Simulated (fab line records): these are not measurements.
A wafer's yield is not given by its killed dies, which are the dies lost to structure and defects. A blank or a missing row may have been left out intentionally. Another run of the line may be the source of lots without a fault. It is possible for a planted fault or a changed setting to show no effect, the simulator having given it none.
A lot that was struck, set against a sound lot -- flow n5-finfet -- 36 out of 1938 route steps
Sound: the wafers L817.2, L817.4, L817.6. Struck: wafer L827.6. (L827.4, L827.5 of the same lot were not struck and are left out.) The cause comes at the end.
Per side, at each step with rows, come the tool, then ch with its chambers, and then its first start. Under that, the readings that differ: sound wafers -- struck wafers -- difference of the means -- sigmas: that difference in standard deviations of wafers without a fault.
alike: words and numbers the same on both sides, and readings whose means are apart by under 2 such deviations; not compared: readings that were withheld, readings missing a value for some wafer, numbers with overlapping values and no deviation given by the record, and bounds like >300 which may hide the same value.
A row with sigmas, a row that says differs or no value, or rows on one side alone: a step with any of these is where the two part. Numbers that don't overlap but have no deviation are shown without sigmas and don't part them. A reading missing from all wafers of one side parts the sides only when that side holds two or more wafers.

first, 8 steps without rows for these wafers: N5_BEOL_M10_SPUTTER_48 (material Cu, target thk 12 nm, time 2 s); N5_BEOL_M10_ECD_50 (material Cu, target thk 318 nm); N5_BEOL_M10_ANNEAL_51 (time 90 s); N5_BEOL_M10_CMP_52 (polishes, stops on SiCOH lowk, t overpolish 7 s, target thk 140 nm); N5_BEOL_M10_PRE_CLEAN_55 (time 15 s); N5_BEOL_M10_DEP_56 (deposits SiCN from 3MS/NH3, target thk 15 nm, time 26.5 s); N5_BEOL_M11_ILD_DEP_00 (deposits SiCOH lowk from DEMS/porogen, target thk 308.51 nm, time 58 s); N5_BEOL_M11_CURE_71 (cures SiCOH lowk, time 240 s).
N5_BEOL_M11_PECVD_70: deposits SiO2 from TEOS/O2, target thk 20 nm, time 22.7 s.
  sound on pecvd-04 ch 0,1,2, day 12 04:52; struck on pecvd-04 ch 1, day 15 06:00
reading,sound,struck,difference,sigmas
heater-power-w (W),685 589 753,834,+158,+2
  alike: showerhead-plenum-p-Torr, throttle-valve-pct
then, 9 steps without rows for these wafers: N5_BEOL_M11_HM_DEP_02 (deposits TiN, target thk 20 nm); N5_BEOL_M11_COAT_59 (time 60 s, resist thk 100 nm); N5_BEOL_M11_COAT_60 (time 60 s, resist thk 30 nm); N5_BEOL_M11_COAT_05 (resist thk 90 nm); N5_BEOL_M11_EBR_07; N5_BEOL_M11_SOFTBAKE_06 (time 60 s); N5_BEOL_M11_EXPOSE_08 (exposes mask M11); N5_BEOL_M11_PEB_09 (peb time 60 s); N5_BEOL_M11_DEVELOP_10 (develop time 30 s).
N5_BEOL_M11_INSPECT_13: inspects for defects (brightfield).
  sound on defect-inspect-01, day 12 07:15; struck on defect-inspect-02, day 15 07:59
reading,sound,struck,difference,sigmas
raw-defect-count,477 697 552,859,+284,+2
then, 15 steps without rows for these wafers: N5_BEOL_M11_DESCUM_16 (chemistry O2, time 7.9 s); N5_BEOL_M11_ETCH_61 (etches SiARC in CF4, target depth 39 nm, time 65 s); N5_BEOL_M11_ETCH_62 (etches SOC in N2/H2, target depth 110 nm, overetch 22 nm, time 165 s); N5_BEOL_M11_STRIP_68 (strips in N2/H2); N5_BEOL_M11_STRIP_67 (strips in CF4); N5_BEOL_M11_HM_OPEN_17 (chemistry Cl2/BCl3, target TiN, target depth 20 nm, overetch 6 nm); N5_BEOL_M11_STRIP_19 (strips in O2); N5_BEOL_M11_COAT_63 (time 60 s, resist thk 100 nm); N5_BEOL_M11_COAT_64 (time 60 s, resist thk 30 nm); N5_BEOL_M11_COAT_22 (resist thk 90 nm); N5_BEOL_M11_EBR_24; N5_BEOL_M11_SOFTBAKE_23 (time 60 s); N5_BEOL_M11_EXPOSE_25 (exposes mask V10); N5_BEOL_M11_PEB_26 (peb time 60 s); N5_BEOL_M11_DEVELOP_27 (develop time 30 s).
N5_BEOL_M11_INSPECT_30: inspects for defects (brightfield).
  sound on defect-inspect-02, day 12 09:38; struck on defect-inspect-01, day 15 10:34
  alike: raw-defect-count
-- the record jumps here: 2 days lie between the struck wafers' starts before and after (it left off in module BEOL_M11 and takes up again in module PASSIVATION, whose first step shown is number 1936 of the route) --
N5_PASSIVATION_PROBE_49:
  record: rows for the struck wafers here (prober-01, day 17 18:28), none for the sound ones

## WHERE THEY PART
Earliest at N5_BEOL_M11_PECVD_70; latest, in this record, at N5_PASSIVATION_PROBE_49.

WHY: what had been put in by the simulator
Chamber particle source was pecvd-04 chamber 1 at N5_BEOL_M11_PECVD_70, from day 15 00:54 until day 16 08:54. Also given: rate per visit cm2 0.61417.
